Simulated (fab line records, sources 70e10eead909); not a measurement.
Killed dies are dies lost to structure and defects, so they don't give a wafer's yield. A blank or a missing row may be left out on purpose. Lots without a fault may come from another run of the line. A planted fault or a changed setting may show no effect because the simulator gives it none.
Problem report in the 8D (eight disciplines) form, filled by code | flow nand_harc | the parts of the form that need people (team, actions taken, sign-off) are left out

1. THE PROBLEM
killed_at_array at NHARC_END_SORT_01 reads a mean of 250 on 2 wafers of 1 lot; wafers without a fault read 55 with a standard deviation of 17. That is +11 standard deviations from the usual mean.
First seen on wafer L590.1, day 30 15:14, on prober-01. The record holds 3 wafers of 1 lot with a number at this step. Rule for "out", or "out of limits": more than 4 standard deviations from the usual mean. The other wafers with a number count as sound.

2. WHAT IT IS AND WHAT IT IS NOT
question                    | is                           | is not
which readings at this step | killed_at_array, killed_dies | killed_at_other, killed_at_periphery, killed_open, killed_short
which lots                  | L590                         | -
which wafers of those lots  | L590.1, L590.5               | L590.6
read on which gauges        | prober-01                    | -
when                        | from day 30 15:14            | up to then (0 sound wafers); but 1 sound wafer of L590 came after

3. SUSPECTS, AND WHAT RULES EACH OUT
Counting: a tool at a process step up to the reading stays a suspect if it ran every lot that is out. Sound lots after the first of them don't rule it out here, since some wafers of a struck lot are sound.
- the gauge at NHARC_END_SORT_01: ruled out. All the wafers that are out were read on prober-01, but those of them that NHARC_A_CHANNEL_HOLE_D2_ETCH_34 has rows for are out there too, on other tools.
- rie_diel-10 at NHARC_A_CHANNEL_HOLE_D2_ETCH_38 (etches the open film in CF4, target depth 39 nm, time 65 s): kept. It ran the lot that is out, L590 (day 19 21:13).
- rie_diel-10 at NHARC_A_CHANNEL_HOLE_D2_ETCH_34 (etches the open film in CF4/CHF3, target depth 154 nm, time 77 s): kept. It ran the lot that is out, L590 (day 19 21:34). Its own readings are out on those wafers: oes_product_au.
- har_etch-01 at NHARC_A_CHANNEL_HOLE_D2_ETCH_22 (etches the open film in C4F8/O2/Ar, time 666.7 s, target depth 1600 nm): kept. It ran the lot that is out, L590 (day 19 23:16).
- har_etch-01 at NHARC_A_CHANNEL_HOLE_D2_ETCH_23 (etches the open film in C4F8/O2/Ar, time 819 s, target depth 1600 nm): kept. It ran the lot that is out, L590 (day 19 23:52).
- Within rie_diel-10 at NHARC_A_CHANNEL_HOLE_D2_ETCH_38: the wafers that are out ran in chamber 2; their sound lot-mates ran in chamber 1.
Left after counting: rie_diel-10 at NHARC_A_CHANNEL_HOLE_D2_ETCH_38, rie_diel-10 at NHARC_A_CHANNEL_HOLE_D2_ETCH_34, har_etch-01 at NHARC_A_CHANNEL_HOLE_D2_ETCH_22, har_etch-01 at NHARC_A_CHANNEL_HOLE_D2_ETCH_23.

4. THE CAUSE (what the simulator had put in)
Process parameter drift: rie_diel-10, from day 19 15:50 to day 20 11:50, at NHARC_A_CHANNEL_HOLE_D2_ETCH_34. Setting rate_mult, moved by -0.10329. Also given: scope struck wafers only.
Counting left 4 suspects, and this tool is among them.

5. THE CHAIN OF EFFECTS, in route order
Each row: a reading whose mean over the struck wafers that have a number lies more than 3 standard deviations from the usual. Only readings for which the record gives a usual standard deviation are gone through. hours: the time from each lot's start at the first step in this table that gives one to its start at this step, as a median over the lots. sigmas: the change in usual standard deviations.
hours | step                            | reading         | usual      | on struck wafers | change | sigmas
0     | NHARC_A_CHANNEL_HOLE_D2_ETCH_34 | oes_product_au  | 0.959 a.u. | 0.863            | -0.096 | -5.1
258   | NHARC_END_SORT_01               | killed_at_array | 55         | 250              | +194   | +11
258   | NHARC_END_SORT_01               | killed_dies     | 60         | 252              | +192   | +11
The process steps in it:
- NHARC_A_CHANNEL_HOLE_D2_ETCH_34: etches the open film in CF4/CHF3, target depth 154 nm, time 77 s.

6. WHAT WOULD HAVE CAUGHT IT SOONER
In this record the first reading out of limits at a measuring or inspecting step was taken at day 30 15:14, 263 hours after the fault began at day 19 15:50.
The tool's own readings at NHARC_A_CHANNEL_HOLE_D2_ETCH_34 were out on every struck wafer that the step has a row for (oes_product_au): an alarm limit on them would have fired on the first of those.
All the lots that are out (1) had begun NHARC_A_CHANNEL_HOLE_D2_ETCH_34 on rie_diel-10 by day 30 15:14. A hold on the tool at that time would have spared none of them.
